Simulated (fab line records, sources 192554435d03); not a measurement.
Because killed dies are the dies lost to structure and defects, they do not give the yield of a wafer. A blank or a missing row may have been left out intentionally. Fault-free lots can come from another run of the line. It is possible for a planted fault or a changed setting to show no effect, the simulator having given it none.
Problem report in the 8D (eight disciplines) form, filled by code ; flow n5-finfet ; the parts of the form that need people (team, actions taken, sign-off) are left out

== 1. THE ISSUE ==
Mean of susceptor-temp-C at N5_BEOL_M13_ILD_DEP_00: 354.55 C across 6 wafers in 2 lots; on wafers with no fault it is 350.02 C (standard deviation 0.19). Measured from the usual mean, that is +24 standard deviations.
The step: deposits SiOC from DEMS/O2, target thk 837.92 nm, time 166.4 s.
First observed at day 13 14:29: wafer L414.1, on pecvd-04. Wafers with a number at this step in the record: 30, from 10 lots. The rule behind "out" and "out of limits": a value lying over 4 standard deviations away from the usual mean. All remaining wafers that have a number are taken as sound.

== 2. WHAT IT IS, AND WHAT IT ISN'T ==
question;is;is not
which readings at this step;susceptor-temp-C;heater-power-w, showerhead-plenum-p-Torr, showerhead-vpp-V, throttle-valve-pct
which lots;L414, L415;L410, L411, L417, L424, L425, L427, L428, L429
which wafers of those lots;all that have a number;-
read on which tools;pecvd-04;pecvd-01, pecvd-02
when;from day 13 14:29;"up to then (6 sound wafers); but 18 sound wafers of L417, L424, L425, L427, L428, L429 came after"

== 3. THE SUSPECTS, EACH WITH WHAT RULES IT OUT ==
Counting: a tool stays on the suspect list if, at a process step up to the reading, it processed all lots that are out and no sound lot following the first of them.
- pecvd-04 at N5_BEOL_M13_ILD_DEP_00 (deposits SiOC from DEMS/O2, target thk 837.92 nm, time 166.4 s): ruled out as a lasting fault. The sound lots L427, L428 went through it after L414, its earliest lot that is out (day 13 14:29).
Left after counting: nothing in the record.

== 4. THE CAUSE (what the simulator had put in) ==
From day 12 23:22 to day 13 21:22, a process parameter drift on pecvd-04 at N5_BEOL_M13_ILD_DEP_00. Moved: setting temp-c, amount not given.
Counting ruled it out, wrongly.

== 5. THE EFFECT CHAIN, in route order ==
One row per reading whose mean, taken over the struck wafers that have a number, lies over 3 standard deviations from the usual. Only readings whose record carries a usual standard deviation are examined. hours: median over the lots of the time between each lot's start at the first step of this table that gives one and its start at this step. sigmas: the change, counted in usual standard deviations.
hours;step;reading;usual;on struck wafers;change;sigmas
0;N5_BEOL_M13_ILD_DEP_00;susceptor-temp-C;350.02 C;354.55;+4.53;+24
Here are the process steps it includes:
- N5_BEOL_M13_ILD_DEP_00: deposits SiOC from DEMS/O2, target thk 837.92 nm, time 166.4 s.

== 6. WHAT WOULD HAVE CAUGHT IT SOONER ==
15 hours passed between the start of the fault at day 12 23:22 and the first reading out of limits in this record, taken at day 13 14:29.
